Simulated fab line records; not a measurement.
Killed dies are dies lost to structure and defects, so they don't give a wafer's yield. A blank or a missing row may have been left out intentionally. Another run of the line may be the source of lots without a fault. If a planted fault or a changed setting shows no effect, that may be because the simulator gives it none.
A lot that was struck, set against a sound lot :: flow n5 finfet :: 37 steps out of a route of 1938
Sound: wafers L151.1, L151.2, L151.5. Wafers L158.2, L158.4, L158.6 were the ones struck. Last of all comes the cause.
At each step with rows: each side's tool, then ch and its chambers, then its first start. Under that, the readings that differ: sound wafers :: struck wafers :: difference of the means :: sigmas: that difference in standard deviations of wafers without a fault.
alike: a reading whose means differ by less than 2 such deviations, as well as words and numbers matching on both sides. not compared: withheld readings; readings where some wafer has no value; bounds like >300 that might hide an equal value; numbers whose values overlap and for which the record gives no deviation.
The two part at a step that has a row with sigmas, a row that says differs or no value, or rows on one side only. Non-overlapping numbers with no deviation appear without sigmas and do not part them. Lack of a reading on every wafer of one side parts them only where that side has two or more wafers.

first, 9 steps without rows for these wafers: N5_HKMG_FIN_SOFTBAKE_44 (time 60 s); N5_HKMG_FIN_EXPOSE_46 (exposes mask NDIPOLE); N5_HKMG_FIN_PEB_47 (peb time 60 s); N5_HKMG_FIN_DEVELOP_48 (develop time 30 s); N5_HKMG_FIN_DESCUM_53 (chemistry O2, time 7.9 s); N5_HKMG_FIN_ETCH_54 (etches SiARC in CF4, target depth 45.5 nm, time 75.8 s); N5_HKMG_FIN_ETCH_55 (etches SOC in N2/H2, target depth 240 nm, time 300 s); N5_HKMG_FIN_STRIP_56 (strips in N2/H2); N5_HKMG_FIN_STRIP_57 (strips in CF4).
N5_HKMG_FIN_ETCH_58: etches SOC in N2/H2, target depth 215.8 nm, time 741 s.
  sound on rie diel-03 ch 0,1,3, day 5 18:29; struck on rie diel-03 ch 1,2, day 7 11:56
reading: run length s (s)
sound: 764.3 763.9 764.9
struck: 636.7 636.3 635.8
difference: -128.1
sigmas: -99 or more

reading: model.SOC_of_HKMG_FIN_COAT_41.thk nm (nm)
sound: 84.2 82 89.8
struck: 123 126.6 126.6
difference: +40
sigmas: 

reading: model.HKMG_FIN.feature depth nm (nm)
sound: 216 217.2 209.8
struck: 176.6 173.6 173.4
difference: -39.8
sigmas: 

reading: model.etch.depth nm (nm)
sound: 216 217.2 209.8
struck: 176.7 173.7 173.4
difference: -39.7
sigmas: 
  alike: drypump motor current A, oes product au, rf vpp V, showerhead plenum p Torr, throttle valve pct
  not compared: rf hours counter h
N5_HKMG_FIN_STRIP_93: strips SOC in N2/H2, time 20 s.
  sound on rie diel-03 ch 0,1,3, day 5 18:55; struck on rie diel-03 ch 1,2, day 7 12:21
reading: model.SOC_of_HKMG_FIN_COAT_41.thk nm (nm)
sound: 74 71.6 80
struck: 112.6 116.6 116.6
difference: +40.1
sigmas: 
  alike: drypump motor current A, oes product au, rf vpp V, showerhead plenum p Torr, throttle valve pct
  not compared: rf hours counter h
then, 24 steps without rows for these wafers: N5_HKMG_FIN_WET_ETCH_76 (etches Al2O3 in dNH4OH, stops on La2O3, target depth 2.25 nm, rinse time 30 s); N5_HKMG_FIN_STRIP_60 (strips in N2/H2, time 360 s); N5_HKMG_FIN_WET_ETCH_77 (etches La2O3 in dHCl, stops on HfO2, target depth 2 nm); N5_HKMG_FIN_WET_ETCH_78 (etches Al2O3 in dNH4OH, stops on La2O3, target depth 4.5 nm, rinse time 30 s); N5_HKMG_FIN_ALD_79 (deposits TiN, target thk 1.5 nm, pulse time 1 s, purge time 3 s); N5_HKMG_FIN_CVD_62 (deposits a-Si from Si2H6, target thk 3 nm, time 20.8 s); N5_HKMG_FIN_RTA_80 (time 2 s); N5_HKMG_FIN_PRECLEAN_64 (cleans in dHF, time 30 s); N5_HKMG_FIN_WET_ETCH_65 (etches a-Si in TMAH, stops on TiN, time 49 s, target depth 3 nm); N5_HKMG_FIN_WET_ETCH_81 (etches TiN in SC1, stops on HfO2, time 57 s, target depth 6 nm); N5_HKMG_FIN_WET_ETCH_82 (etches La2O3 in dHCl, stops on HfO2, target depth 2 nm, rinse time 30 s); N5_HKMG_FIN_ALD_36 (deposits TiN, target thk 1 nm, pulse time 1 s, purge time 3 s); N5_HKMG_FIN_PWFM_ALD_03 (deposits TiN, target thk 2 nm, pulse time 1 s, purge time 3 s); N5_HKMG_FIN_COAT_29 (time 60 s, resist thk 300 nm); N5_HKMG_FIN_COAT_30 (time 60 s, resist thk 35 nm); N5_HKMG_FIN_COAT_06 (resist thk 90 nm); N5_HKMG_FIN_EBR_08; N5_HKMG_FIN_SOFTBAKE_07 (time 60 s); N5_HKMG_FIN_EXPOSE_09 (exposes mask NWFM); N5_HKMG_FIN_PEB_10 (peb time 60 s); N5_HKMG_FIN_DEVELOP_11 (develop time 30 s); N5_HKMG_FIN_DESCUM_17 (chemistry O2, time 7.9 s); N5_HKMG_FIN_ETCH_31 (etches SiARC in CF4, target depth 45.5 nm, time 75.8 s); N5_HKMG_FIN_ETCH_32 (etches SOC in N2/H2, target depth 240 nm, time 300 s).
-- the record jumps here: 4 days lie between the struck wafers' starts before and after (it left off in module HKMG_FIN and takes up again in module BEOL_M4, whose first step shown is number 1111 of the route) --
N5_BEOL_M4_RC_MEAS_101:
  sound on prober-01 ch 0, day 9 18:40; struck on prober-02 ch 0, day 11 18:56
reading: IOFF_N (nA/um)
sound: 0.203 0.127 0.148
struck: 0.339 1.345 1.063
difference: +0.756
sigmas: +33

reading: IOFF_N_85C (nA/um)
sound: 3.8 2.5 2.9
struck: 5.8 18.8 15.3
difference: +10.2
sigmas: +28

reading: IOFF_N_LIN (nA/um)
sound: 0.090 0.061 0.070
struck: 0.156 0.601 0.495
difference: +0.344
sigmas: +39

reading: IOFF_N_LONG (nA/um)
sound: 5.58e-05 5.57e-05 5.52e-05
struck: 9.42e-05 0.000271 0.0002696
difference: +1.56e-04
sigmas: +74

reading: IOFF_P (nA/um)
sound: 0.24 0.16 0.18
struck: 0.24 0.30 0.25
difference: +0.07
sigmas: +2

reading: ION_P (uA/um)
sound: 460 451 460
struck: 470 478 471
difference: +16
sigmas: +2

reading: VT_N (mV)
sound: 245.2 254.4 247.3
struck: 231.6 193.1 197.9
difference: -41.4
sigmas: -15

reading: VT_N_LONG (mV)
sound: 275.0 274.4 275.3
struck: 257.4 223.1 222.2
difference: -40.7
sigmas: -24

reading: VT_P (mV)
sound: -249 -255 -256
struck: -247 -245 -246
difference: +7
sigmas: +2
  alike: DIBL_N, DIBL_P, ION_N, SS_N, SS_P
-- a jump in the record: the struck wafers' starts before and after are 4 days apart (it breaks off in module BEOL_M4 and resumes in module PASSIVATION, where the first step shown is number 1936 of the route) --
N5_PASSIVATION_PROBE_49:
  sound on prober-02 at day 13 17:59; struck on prober-02 at day 15 19:48
reading: sort_bin_4_leakage (%)
sound: 0 0 0
struck: 1.53 90.51 90.08
difference: +60.71
sigmas: 

reading: sort n pass
sound: 1101 1070 1076
struck: 1073 0 0
difference: -725
sigmas: -43

reading: sort yield pct (%)
sound: 93.3 90.7 91.2
struck: 90.9 0 0
difference: -61.4
sigmas: -44
  alike: defect limited yield, killed_at_M0_to_M3, killed_at_M4_up, killed at contacts, killed at front end, killed at other, killed dies, killed open, killed short, sort_bin_5_function, sort_bin_6_memory

== WHERE THEY PART ==
First at N5_HKMG_FIN_ETCH_58; last, within this record, at N5_PASSIVATION_PROBE_49.

WHY: the cause the simulator had injected
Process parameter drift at N5_HKMG_FIN_ETCH_58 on rie diel-03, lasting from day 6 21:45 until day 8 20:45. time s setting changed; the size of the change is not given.
